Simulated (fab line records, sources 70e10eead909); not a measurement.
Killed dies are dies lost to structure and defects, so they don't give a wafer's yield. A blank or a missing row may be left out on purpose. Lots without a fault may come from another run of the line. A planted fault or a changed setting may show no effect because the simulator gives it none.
fab line records | flow nand_harc
record lots=6 wafers=18 last_day=32
route steps=1302 shown P_GATE@115 END@1302
lots that met no fault: from a run of the same line without faults
start_h: hours from the record's first day to the start of the lot's first wafer shown | wait_h: hours since the lot's step before | " the same as in the row above | L1.1+2: a row that stands for several wafers | - no value, or no start given | * or withheld: withheld | < > ~ a bound
route shown NAME@n: a module of which the file shows steps, and the number in the route of the first | usual: mean/standard deviation of fault-free wafers | same: alike in all rows | chamber/n: place in a boat | sites: the reading at each site | _std_site: their standard deviation | _edge_site: outer sites' mean less inner sites' | radius_mm: how far each site lies from the wafer's centre | mask NAME#n: copy n | behind: the tool/chamber that last shaped the wafer | hold: why the lot was held/for how many hours/how that ended | device: the transistor (n, p or np) that didn't switch | end of line: the same wafers' tests at the end of the route | a step without rows: its recipe alone | killed: dies lost to structure and defects at the first sort, not the wafer's yield | map: a wafer's dies, x killed, . not, _ none there
set.NAME: the setting as run; set.NAME@STEP: as run at that earlier step | model.NAME: the simulator's own value behind a step, which no gauge read
lots at some steps of the route; a table a step, a row a wafer
services: from which hour (start_h, from the record's first day; less than 0 if before it) a tool's chamber was out of use, for how many hours, and why
## steps
# step NHARC_P_GATE_HMDS_04
# recipe time_s=30
# step NHARC_P_GATE_COAT_05
# recipe spin_rpm=4690
# step NHARC_P_GATE_SOFTBAKE_06
# recipe temp_c=122 time_s=95
# step NHARC_P_GATE_EBR_07
# step NHARC_P_GATE_EXPOSE_08
# recipe na=0.6 dose_mj=16.75 mask_id=P_HV
# step NHARC_P_GATE_PEB_09
# recipe peb_temp_c=118 peb_time_s=85
# step NHARC_P_GATE_DEVELOP_10
# recipe time_s=70
# step NHARC_P_GATE_CD_MEAS_11
# recipe target_cd_nm=1640 landing_energy_ev=500
# usual cd_nm=1639.3/2.8
# columns lot.wafer tool chamber start_h wait_h cd_nm
L821.1 cd_sem-03 0 106.87 - 1639.4
L821.3 " 0 " " 1641.1
L821.6 " 0 " " 1638.6
L825.2 cd_sem-01 0 150.64 - 1639.3
L825.3 " 0 " " 1642.0
L825.6 " 0 " " 1642.6
L826.1 cd_sem-01 0 164.98 - 1635.7
L826.2 " 0 " " 1643.8
L826.6 " 0 " " 1639.6
L835.1 cd_sem-03 0 247.92 - 1639.7
L835.5 " 0 " " 1642.4
L835.6 " 0 " " 1641.5
L836.1 cd_sem-03 0 258.59 - 1638.7
L836.3 " 0 " " 1641.6
L836.5 " 0 " " 1641.5
L839.3 cd_sem-01 0 290.63 - 1636.8
L839.4 " 0 " " 1637.1
L839.5 " 0 " " 1637.1
# step NHARC_P_GATE_HARDBAKE_12
# recipe temp_c=125 time_s=80
# step NHARC_P_GATE_DESCUM_13
# recipe time_s=3 o2_flow_sccm=200 ar_flow_sccm=0 bias_power_w=0 chemistry=O2
# step NHARC_P_GATE_ETCH_14
# recipe target_depth_a=488 chemistry=dHF material=SiO2
# step NHARC_P_GATE_STRIP_15
# recipe time_s=780 temp_c=130 chemistry=SPM
# step NHARC_P_GATE_PRECLEAN_71
# recipe time_s=* temp_c=50 bath_age_min=0 chemistry=SC1
# columns lot.wafer tool chamber start_h wait_h
L821.3+1+6 wet_bench-04 1,2,3 107.26 -
L825.2+6+3 wet_bench-01 7,1,2 151.03 -
L826.1+2+6 wet_bench-01 0,1,2 165.39 -
L835.6+5+1 wet_bench-07 0,3,4 248.33 -
L836.1+5+3 wet_bench-01 5,6,0 258.98 -
L839.3+5+4 wet_bench-01 6,7,2 291.01 -
# step NHARC_P_GATE_SRD_72
# step NHARC_P_GATE_OXIDE_16
# recipe target_thk_a=30 temp_c=875 ox_time_s=392 material=SiO2
# step NHARC_P_GATE_CVD_17
# recipe target_thk_a=1500 temp_c=620 time_s=900 material=poly-Si
# step NHARC_P_GATE_HM_DEP_102
# recipe target_thk_a=1200 temp_c=400 material=aC
# step NHARC_P_GATE_DEP_103
# recipe target_thk_a=300 target_thk_nm=30 temp_c=400 flow_sccm=200 rf_w=350 material=SiON
# usual heater_power_outer_w=486/59 heater_power_w=786/90
# columns lot.wafer tool chamber start_h wait_h heater_power_outer_w heater_power_w
L821.3 pecvd-04 2 124.30 0.4 463 755
L821.1 " 0 " " 519 937
L821.6 " 2 " " 454 791
L825.3 pecvd-04 0 163.92 0.3 569 1023
L825.2 " 1 " " 422 659
L825.6 " 2 " " 501 838
L826.2 pecvd-02 1 178.32 0.5 503 781
L826.1 " 2 " " 542 794
L826.6 " 1 " " 519 765
L835.1 pecvd-02 1 263.32 0.6 535 827
L835.6 " 1 " " 538 847
L835.5 " 0 " " 438 717
L836.1 pecvd-03 2 275.51 0.6 453 801
L836.3 " 0 " " 424 747
L836.5 " 2 " " 464 800
L839.3 pecvd-04 2 305.43 0.3 463 765
L839.4 " 2 " " 449 750
L839.5 " 1 " " 461 752
# step NHARC_P_GATE_DEHYDRATE_18
# recipe temp_c=150 time_s=120
# step NHARC_P_GATE_HMDS_19
# recipe time_s=30
# step NHARC_P_GATE_COAT_20
# recipe spin_rpm=1500 resist_thk_nm=90
# step NHARC_P_GATE_SOFTBAKE_21
# recipe temp_c=105 time_s=55
# step NHARC_P_GATE_EBR_22
# step NHARC_P_GATE_EXPOSE_23
# recipe na=1.35 target_cd_nm=120 dose_mj=93.91 mask_id=P_GATE
# step NHARC_P_GATE_PEB_24
# recipe peb_temp_c=100 peb_time_s=65
# step NHARC_P_GATE_DEVELOP_25
# recipe develop_time_s=35 dev_temp_c=23
# step NHARC_P_GATE_CD_MEAS_26
# recipe target_cd_nm=120 landing_energy_ev=500
# usual cd_nm=120.0/0.77
# columns lot.wafer tool chamber start_h wait_h cd_nm
L821.1 cd_sem-03 0 124.94 - 121.2
L821.3 " 0 " " 120.4
L821.6 " 0 " " 120.2
L825.2 cd_sem-01 0 164.60 - 119.8
L825.3 " 0 " " 120.9
L825.6 " 0 " " 120.7
L826.1 cd_sem-01 0 178.99 - 120.5
L826.2 " 0 " " 120.4
L826.6 " 0 " " 118.8
L835.1 cd_sem-03 0 264.00 - 119.6
L835.5 " 0 " " 119.8
L835.6 " 0 " " 121.1
L836.1 cd_sem-03 0 276.16 - 118.5
L836.3 " 0 " " 119.2
L836.5 " 0 " " 120.5
L839.3 cd_sem-02 0 306.11 - 120.0
L839.4 " 0 " " 119.7
L839.5 " 0 " " 121.6
# step NHARC_P_GATE_OVL_MEAS_27
# usual overlay_x_nm=0.1/1 overlay_y_nm=0.1/0.89
# columns lot.wafer tool chamber start_h wait_h overlay_x_nm overlay_y_nm
L821.1 overlay-02 - 125.03 - -0.2 1.9
L821.3 " - " " -0.3 1.8
L821.6 " - " " -0.3 1.4
L825.2 overlay-01 - 164.68 - 1.1 -0.6
L825.3 " - " " 1.6 -0.3
L825.6 " - " " 1.5 -0.7
L826.1 overlay-01 - 179.08 - -0.7 -1.3
L826.2 " - " " -0.6 -1.5
L826.6 " - " " -0.9 -0.8
L835.1 overlay-02 - 264.09 - 0.9 0.2
L835.5 " - " " 0.1 -0.2
L835.6 " - " " 0.4 -0.3
L836.1 overlay-02 - 276.25 - 0.9 0.8
L836.3 " - " " 0.9 0.3
L836.5 " - " " 0.8 0.3
L839.3 overlay-01 - 306.20 - 0.7 0.3
L839.4 " - " " 0.1 0.0
L839.5 " - " " 0.8 0.0
# step NHARC_P_GATE_INSPECT_28
# usual raw_defect_count=7/3.3
# columns lot.wafer tool chamber start_h wait_h raw_defect_count
L821.1 defect_inspect-01 - 125.07 0.0 8
L821.3 " - " " 4
L821.6 " - " " 8
L825.2 defect_inspect-02 - 164.72 0.0 10
L825.3 " - " " 12
L825.6 " - " " 654
L826.1 defect_inspect-01 - 179.12 0.0 2
L826.2 " - " " 666
L826.6 " - " " 4
L835.1 defect_inspect-02 - 264.12 0.0 3
L835.5 " - " " 2
L835.6 " - " " 6
L836.1 defect_inspect-01 - 276.28 0.0 7
L836.3 " - " " 9
L836.5 " - " " 10
L839.3 defect_inspect-01 - 306.23 0.0 12
L839.4 " - " " 12
L839.5 " - " " 8
# step NHARC_P_GATE_DESCUM_31
# recipe time_s=3 o2_flow_sccm=200 ar_flow_sccm=0 bias_power_w=0 chemistry=O2
# step NHARC_P_GATE_ETCH_104
# recipe target_depth_a=600 time_s=withheld cf4_flow_sccm=100 chf3_flow_sccm=30 ar_flow_sccm=0 rf_w=500 bias_w=200 chemistry=CF4/CHF3
# step NHARC_P_GATE_HM_OPEN_105
# recipe target_depth_a=3600 o2_flow_sccm=400 cos_flow_sccm=20 ar_flow_sccm=0 rf_w=500 bias_w=300 chemistry=O2/COS
# usual drypump_motor_current_A=5.7/0.31 oes_product_au=1.004/0.011 rf_vpp_V=468/3.2 showerhead_plenum_p_Torr=3.14/0.14 throttle_valve_pct=28.330/0.0096
# columns lot.wafer tool chamber start_h wait_h drypump_motor_current_A oes_product_au rf_hours_counter_h rf_vpp_V showerhead_plenum_p_Torr throttle_valve_pct
L821.1 rie_diel-13 2 - - 5.8 1.014 7.8 470 3.26 28.338
L821.3 " 0 " " 5.8 0.990 8.2 465 3.02 28.311
L821.6 " 2 " " 5.7 1.015 - 471 3.26 28.330
L825.3 rie_diel-01 1 - - 5.7 0.994 7.6 472 3.29 28.328
L825.2 " 3 " " 6.0 0.995 6.1 464 2.96 28.324
L825.6 " 1 " " 5.8 0.994 - 470 3.29 28.341
L826.1 rie_diel-13 1 - - 6.0 1.007 0.2 468 3.17 28.328
L826.2 " 2 " " 5.7 0.999 0.1 471 3.25 28.341
L826.6 " 3 " " 5.5 0.998 - 463 2.93 28.330
L835.1 rie_diel-13 0 - - 5.8 1.001 6.7 465 3.02 28.328
L835.5 " 3 " " 5.5 0.991 - 464 2.93 28.327
L835.6 " 0 " " 5.8 0.993 - 465 3.02 28.319
L836.3 rie_diel-01 3 - - 6.0 0.995 5.4 465 2.95 28.343
L836.1 " 1 " " 5.7 1.018 4.8 469 3.28 28.334
L836.5 " 3 " " 6.0 0.995 - 462 2.95 28.326
L839.4 rie_diel-13 2 - - 5.7 1.005 9.0 470 3.25 28.314
L839.3 " 3 " " 5.6 0.982 8.8 463 2.93 28.324
L839.5 " 1 " " 6.0 1.013 - 470 3.17 28.337
# step NHARC_P_GATE_STRIP_106
# recipe o2_flow_sccm=400 cos_flow_sccm=20 ar_flow_sccm=0 bias_w=0 chemistry=O2/COS
# step NHARC_P_GATE_ETCH_114
# recipe target_depth_a=300 overetch_a=30 time_s=16.5 ion_energy_ev=100 cf4_flow_sccm=80 o2_flow_sccm=20 ar_flow_sccm=0 rf_w=300 bias_w=100 chemistry=CF4/O2
# step NHARC_P_GATE_ETCH_32
# recipe target_depth_a=1500 over_etch_frac=1 over_etch_ion_energy_ev=40 time_s=100.1 hbr_flow_sccm=150 cl2_flow_sccm=50 rf_w=400 icp_w=400 bias_w=100 chemistry=HBr/Cl2
# step NHARC_P_GATE_STRIP_108
# recipe o2_flow_sccm=500 ar_flow_sccm=0 bias_w=0 chemistry=O2
# usual drypump_motor_current_A=5.8/0.37 oes_product_au=1.005/0.013 rf_vpp_V=57.8/0.89 showerhead_plenum_p_Torr=3.57/0.16 throttle_valve_pct=17.035/0.0089
# columns lot.wafer tool chamber start_h wait_h drypump_motor_current_A oes_product_au rf_hours_counter_h rf_vpp_V showerhead_plenum_p_Torr throttle_valve_pct
L821.1 rie_diel-13 2 125.75 - 5.7 1.014 8 56.6 3.68 17.047
L821.3 " 0 " " 5.8 0.992 8 57.7 3.42 17.048
L821.6 " 2 " " 5.7 1.008 - 57.5 3.68 17.041
L825.2 rie_diel-01 3 165.40 - 6.0 0.996 6 56.5 3.34 17.061
L825.3 " 2 " " 5.4 1.005 7 57.1 3.67 17.032
L825.6 " 3 " " 6.0 1.001 - 57.7 3.34 17.036
L826.1 rie_diel-05 3 179.80 - 6.3 1.003 11 57.5 3.72 17.036
L826.2 " 0 " " 5.1 1.009 11 57.9 3.71 17.038
L826.6 " 2 " " 6.3 0.987 - 56.7 3.76 17.025
L835.1 rie_diel-01 0 264.85 - 5.5 1.015 3 55.9 3.40 17.035
L835.6 " 3 " " 6.0 0.996 - 55.9 3.34 17.033
L835.5 " 0 " " 5.5 1.017 - 57.2 3.40 17.049
L836.3 rie_diel-13 2 277.00 - 5.7 0.989 8 59.0 3.67 17.026
L836.1 " 3 " " 5.5 0.985 7 56.1 3.31 17.041
L836.5 " 3 " " 5.5 0.974 - 58.2 3.31 17.046
L839.4 rie_diel-01 0 306.93 - 5.5 1.019 6 56.5 3.40 17.031
L839.3 " 2 " " 5.4 1.008 6 57.6 3.67 17.028
L839.5 " 3 " " 6.0 1.005 - 56.8 3.34 17.031
# step NHARC_P_GATE_CD_MEAS_33
# usual cd_nm=120/4.3
# columns lot.wafer tool chamber start_h wait_h cd_nm
L821.1 cd_sem-03 - 125.92 - 125
L821.3 " - " " 120
L821.6 " - " " 122
L825.2 cd_sem-01 - 165.58 - 120
L825.3 " - " " 126
L825.6 " - " " 118
L826.1 cd_sem-03 - 180.01 0.2 125
L826.2 " - " " 120
L826.6 " - " " 123
L835.1 cd_sem-03 - 265.01 - 117
L835.5 " - " " 118
L835.6 " - " " 122
L836.1 cd_sem-01 - 277.18 - 115
L836.3 " - " " 117
L836.5 " - " " 114
L839.3 cd_sem-01 - 307.10 - 120
L839.4 " - " " 126
L839.5 " - " " 127
# step NHARC_P_GATE_STRIP_35
# recipe time_s=600 temp_c=130 chemistry=SPM
# step NHARC_P_GATE_PRECLEAN_73
# recipe time_s=* temp_c=50 bath_age_min=0 chemistry=SC1
# step NHARC_P_GATE_SRD_74
# step NHARC_P_GATE_ALD_36
# recipe target_thk_a=200 pulse_time_s=60 ald_cycles=223 temp_c=400 material=SiNx
# usual heater_power_outer_w=498/46 heater_power_w=820/67 precursor_pulse_height_rel=1.001/0.02
# columns lot.wafer tool chamber start_h wait_h heater_power_outer_w heater_power_w precursor_pulse_height_rel
L821.1 ald_sin-03 0 128.53 - 430 753 1.019
L821.3 " 1 129.61 - 490 823 0.974
L821.6 " 2 130.69 - 594 978 1.034
L825.2 ald_sin-02 2 167.09 - 531 850 0.957
L825.3 " 0 169.20 - 446 723 0.995
L825.6 " 2 171.32 - 521 820 1.003
L826.2 ald_sin-01 3 181.52 - 508 815 0.985
L826.1 " 1 183.65 - 415 701 1.033
L826.6 " 2 184.71 - 493 807 0.982
L835.1 ald_sin-01 0 268.64 - 535 842 0.968
L835.5 " 1 269.70 - 409 717 1.011
L835.6 " 2 270.75 - 476 793 1.019
L836.1 ald_sin-03 1 278.67 - 470 784 1.005
L836.3 " 2 279.72 - 586 988 1.006
L836.5 " 1 282.84 - 466 754 0.994
L839.4 ald_sin-03 2 308.60 - 600 966 1.002
L839.3 " 3 309.65 - 511 839 0.988
L839.5 " 1 311.75 - 469 757 0.963
# step NHARC_P_GATE_ETCHBACK_37
# recipe target_depth_a=345 time_s=17.2 chf3_flow_sccm=50 o2_flow_sccm=10 ar_flow_sccm=200 rf_w=500 bias_w=200 chemistry=CHF3/O2
# usual drypump_motor_current_A=5.8/0.4 oes_product_au=0.95/0.032 rf_vpp_V=371.3/2.4 showerhead_plenum_p_Torr=2.44/0.11 throttle_valve_pct=20.573/0.009
# columns lot.wafer tool chamber start_h wait_h drypump_motor_current_A oes_product_au rf_hours_counter_h rf_vpp_V showerhead_plenum_p_Torr throttle_valve_pct
L821.3 rie_diel-01 0 - - 5.5 0.94 5 368.1 2.32 20.592
L821.1 " 1 " " 5.7 0.93 5 373.9 2.53 20.577
L821.6 " 0 " " 5.5 0.95 - 368.6 2.32 20.577
L825.3 rie_diel-05 3 - - 6.3 1.01 11 372.3 2.54 20.583
L825.2 " 0 " " 5.1 1.00 11 372.9 2.53 20.583
L825.6 " 0 " " 5.1 0.99 - 373.4 2.53 20.577
L826.1 rie_diel-05 3 - - 6.3 0.92 12 372.7 2.54 20.570
L826.2 " 0 " " 5.1 0.93 12 373.8 2.53 20.571
L826.6 " 3 " " 6.3 0.94 - 374.2 2.54 20.584
L835.1 rie_diel-01 1 - - 5.8 0.94 5 373.0 2.53 20.556
L835.6 " 2 " " 5.3 0.93 - 372.4 2.50 20.561
L835.5 " 3 " " 6.0 0.91 - 368.4 2.27 20.572
L836.1 rie_diel-13 3 - - 5.5 0.91 8 367.3 2.25 20.588
L836.3 " 1 " " 6.0 0.94 9 372.3 2.44 20.566
L836.5 " 2 " " 5.7 0.93 - 370.9 2.50 20.574
L839.3 rie_diel-05 3 - - 6.3 0.99 3 372.1 2.54 20.572
L839.5 " 1 " " 6.3 1.00 - 370.9 2.42 20.573
L839.4 " 2 " " 6.3 0.98 - 375.3 2.56 20.558
# step NHARC_P_GATE_INSPECT_68
# usual raw_defect_count=204/79
# columns lot.wafer tool chamber start_h wait_h raw_defect_count
L821.1 defect_inspect-01 - 143.70 0.2 156
L821.3 " - " " 254
L821.6 " - " " 186
L825.2 defect_inspect-02 - 183.19 0.1 127
L825.3 " - " " 111
L825.6 " - " " 786
L826.1 defect_inspect-02 - 197.52 0.2 110
L826.2 " - " " 741
L826.6 " - " " 87
L835.1 defect_inspect-01 - 282.17 0.2 182
L835.5 " - " " 225
L835.6 " - " " 192
L836.1 defect_inspect-01 - 294.48 0.2 446
L836.3 " - " " 194
L836.5 " - " " 157
L839.3 defect_inspect-01 - 324.60 0.1 339
L839.4 " - " " 207
L839.5 " - " " 274
# step NHARC_END_SORT_01
# recipe temp_c=25
# usual killed_at_array=56/19 killed_at_other=0.6/1 killed_at_periphery=3.9/2.7 killed_dies=61/19 killed_open=3.3/1.9 killed_short=2.4/1.7
# same gross_dies=677
# columns lot.wafer tool chamber start_h wait_h killed_at_array killed_at_other killed_at_periphery killed_dies killed_open killed_short
L826.1 prober-02 0 638.05 2.6 23 0 5 28 1 2
L826.2 prober-02 0 638.85 2.8 30 0 49 79 4 1
L826.6 prober-02 0 642.03 4.0 38 0 4 42 5 4
L825.3 prober-01 0 639.63 3.1 53 1 7 61 5 6
L825.6 prober-01 0 642.06 4.0 39 0 51 90 0 0
# killed by level:class
L826.1 A_CHANNEL_HOLE_D2:chamber_film_flake=7 P_GATE:chamber_film_flake=3 A_CHANNEL_HOLE_D1:chamber_film_flake=3 A_CHANNEL_FILL_D1:chamber_film_flake=3 A_WL_FILL:chamber_film_flake=3 A_DECK1_JOINT:chamber_film_flake=2 A_STAIRCASE:chamber_film_flake=2 P_M1:geometric_particle:open=1
L826.2 P_GATE:unspecified=46 A_CHANNEL_HOLE_D2:chamber_film_flake=8 A_DECK1_JOINT:chamber_film_flake=5 A_CHANNEL_HOLE_D1:chamber_film_flake=4 A_SLIT:chamber_film_flake=4 A_CHANNEL_FILL_D2:geometric_particle:open=2 P_GATE:chamber_film_flake=2 A_WL_FILL:chamber_film_flake=2
L825.3 A_CHANNEL_HOLE_D2:chamber_film_flake=36 P_STI:chamber_film_flake=4 A_STAIRCASE:chamber_film_flake=4 A_ONON_D1:geometric_particle:short=3 A_CONTACT:chamber_film_flake=3 P_STI:geometric_particle:short=1 P_CONTACT:geometric_particle:open=1 P_M0:geometric_particle:open=1
L826.6 A_CHANNEL_HOLE_D2:chamber_film_flake=16 A_CHANNEL_FILL_D1:chamber_film_flake=3 A_CONTACT:chamber_film_flake=3 A_ONON_D1:geometric_particle:open=2 A_CHANNEL_FILL_D2:geometric_particle:short=2 P_GATE:chamber_film_flake=2 A_ZERO_WELL:chamber_film_flake=2 A_STAIRCASE:chamber_film_flake=2
L825.6 P_GATE:unspecified=46 A_CHANNEL_HOLE_D2:chamber_film_flake=31 P_STI:chamber_film_flake=3 A_CHANNEL_HOLE_D1:chamber_film_flake=3 A_ZERO_WELL:chamber_film_flake=2 A_CONTACT:chamber_film_flake=2 P_GATE:chamber_film_flake=1 P_M0:chamber_film_flake=1
# map L825.6 (x killed, . not)
____________.____________
_________......._________
_______..........._______
______.............______
_____............x.._____
____.................____
____.................____
___...................___
___............x......___
__................x....__
__.......x.........x...__
_...x..................._
_.....................x._
_........x.............._
_...x..................._
_......................._
...x.x...................
x..xxx...............x...
.xxxxx...................
xxxxxx...................
.xxxx.x..................
_xxxxxx....x......x....._
_..x..x................._
_......................._
_......................._
_........x.............._
__.....................__
__.....................__
___...................___
___..........xxx......___
____........xxxx.....____
____x.......xxxxxx...____
_____.....xxxxxxxxx._____
______...xxxxxxxxx.______
_______...xxxxxxxx_______
_________.xxxxxx_________
____________x____________
# map L826.2 (x killed, . not)
____________.____________
_________......x_________
_______..........._______
______...........xx______
_____...........xx.._____
____...........x.x.x.____
____..............x..____
___...............x..x___
___.............x..x..___
__.x...................__
__..................xx.__
_.....................x._
_......................._
_x......................_
_......................._
_......................._
.........................
.........................
...................x.....
.............x...........
.........................
_.......xx.............._
_......................._
_.......x..x............_
_..............x........_
_.........x............._
__.....x...............__
__..................x..__
___.........x.......x.___
___........x.xxx......___
____..x....x.xxx..x..____
____..x....xxxxxx....____
_____...x.xxxxxxxx.._____
______....xxxxxxxx.______
_______...xxxxxxxx_______
_________.xxxxxx_________
____________x____________
## services
# columns tool chamber start_h hours kind
pecvd-04 - 88.04 13.0 pm
wet_bench-01 - 101.60 8.0 pm
rie_diel-13 0 113.11 3.9 repair
rie_diel-13 1 116.26 6.8 repair
rie_diel-13 3 126.72 3.4 repair
wet_bench-01 - 152.57 10.2 repair
rie_diel-13 - 165.00 9.0 pm
ald_sin-03 - 175.41 10.0 pm
rie_diel-05 2 187.13 9.8 repair
wet_bench-01 - 193.65 1.6 repair
pecvd-04 2 194.46 7.9 repair
ald_sin-01 - 196.23 0.3 repair
rie_diel-01 - 203.82 9.0 pm
rie_diel-05 1 206.05 36.7 repair
ald_sin-03 0 210.61 9.8 repair
rie_diel-05 - 229.60 9.0 pm
ald_sin-03 2 239.94 9.6 repair
rie_diel-05 0 242.34 10.0 repair
rie_diel-13 - 254.43 1.1 repair
pecvd-04 - 269.04 13.0 pm
wet_bench-01 - 277.60 8.0 pm
rie_diel-05 0 292.45 5.7 repair
wet_bench-01 - 296.20 3.3 repair
rie_diel-05 0 309.99 12.3 repair
## key
first_sign step=NHARC_P_GATE_INSPECT_28 reading=raw_defect_count direction=up sigmas=99+ usual=7 struck=660
effect step=NHARC_P_GATE_INSPECT_68 reading=raw_defect_count direction=up sigmas=7.1 usual=204 struck=764
effect step=NHARC_END_SORT_01 reading=killed_at_periphery direction=up sigmas=17 usual=3.9 struck=50
more_kills_born_at NHARC_P_GATE_PRECLEAN_71@wet_bench-01=92
met_at NHARC_P_GATE_PRECLEAN_71
struck_wafers L825.6,L826.2
tester_left_out L825,L826
fault kind=chamber_particle_source tool=wet_bench-01 chamber=1 onset_h=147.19 steps=NHARC_P_GATE_PRECLEAN_71 rate_per_visit_cm2=0.99184 end_h=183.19
# tester_left_out: of these lots the tester's yield and bins aren't shown, on N5 and GAA mostly nor the transistor test; their killed dies are dies lost to structure and defects alone, not to doping, threshold or leakage, so they don't give the yield
